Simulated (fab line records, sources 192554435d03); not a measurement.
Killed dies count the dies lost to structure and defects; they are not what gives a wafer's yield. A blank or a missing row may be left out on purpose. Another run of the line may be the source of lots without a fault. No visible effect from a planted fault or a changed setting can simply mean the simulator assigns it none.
Chamber matching | flow n5_finfet | ald_hk-01 running N5_HKMG_FIN_ALD_74: 4 sister chambers
The step deposits La2O3, target thk 0.5 nm, pulse time 6 s, co reactant pulse time 1 s. 18 wafers are shown with their chamber, then 9 later ones without.

## WAFERS PAIRED WITH THEIR CHAMBERS
wafer  | chamber | heater_power_w (W) | precursor_pulse_height_rel
L074.2 | 0       | 315                | 1.012
L074.3 | 1       | 281                | 1.002
L074.4 | 3       | 407                | 0.998
L080.2 | 2       | 351                | 1.001
L080.5 | 3       | 414                | 0.999
L080.6 | 0       | 322                | 1.008
L083.1 | 0       | 316                | 1.002
L083.2 | 3       | 407                | 1.019
L083.3 | 2       | 340                | 0.999
L083.4 | 1       | 284                | 0.994
L083.5 | 2       | 337                | 1.015
L083.6 | 3       | 403                | 1.055
L088.2 | 2       | 337                | 0.985
L088.3 | 3       | 414                | 1.043
L088.5 | 3       | 397                | 0.990
L093.1 | 3       | 405                | 0.992
L093.4 | 0       | 323                | 0.966
L093.6 | 1       | 276                | 1.012

SIGNATURES, as means of the wafers listed above
reading                    | chamber 0 | chamber 1 | chamber 2 | chamber 3 | scatter within a chamber
heater_power_w             | 319.00    | 280.33    | 341.25    | 406.71    | 5.56
precursor_pulse_height_rel | 0.99700   | 1.00267   | 1.00000   | 1.01371   | 0.0208
Rule: a wafer lies at a distance from a chamber equal to the root of the sum of squares, over the readings, of (its reading less the chamber's mean, divided by the reading's scatter). The wafer belongs to the nearest chamber; if the next one is less than 2 further off, it can't be placed. The scatter is the square root of a quotient: the sum, over the shown wafers, of each reading's squared deviation from its chamber's mean, divided by wafers minus chambers.

## WAFERS WITH NO CHAMBER GIVEN
wafer  | heater_power_w (W) | precursor_pulse_height_rel
L095.1 | 320                | 0.982
L095.2 | 416                | 0.992
L095.3 | 345                | 0.963
L095.4 | 282                | 0.970
L095.5 | 413                | 0.966
L095.6 | 317                | 0.980
L097.1 | 336                | 0.997
L097.3 | 340                | 0.995
L097.6 | 338                | 1.010

## THE CHAMBER EACH PASSED THROUGH
wafer  | from the rows above | in truth
L095.1 | 0                   | 0
L095.2 | 3                   | 3
L095.3 | 2                   | 2
L095.4 | 1                   | 1
L095.5 | 3                   | 3
L095.6 | 0                   | 0
L097.1 | 2                   | 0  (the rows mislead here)
L097.3 | 2                   | 2
L097.6 | 2                   | 2
Correctly placed: 8 of 9. Number that these rows cannot place: 0. Placed wrongly: 1.
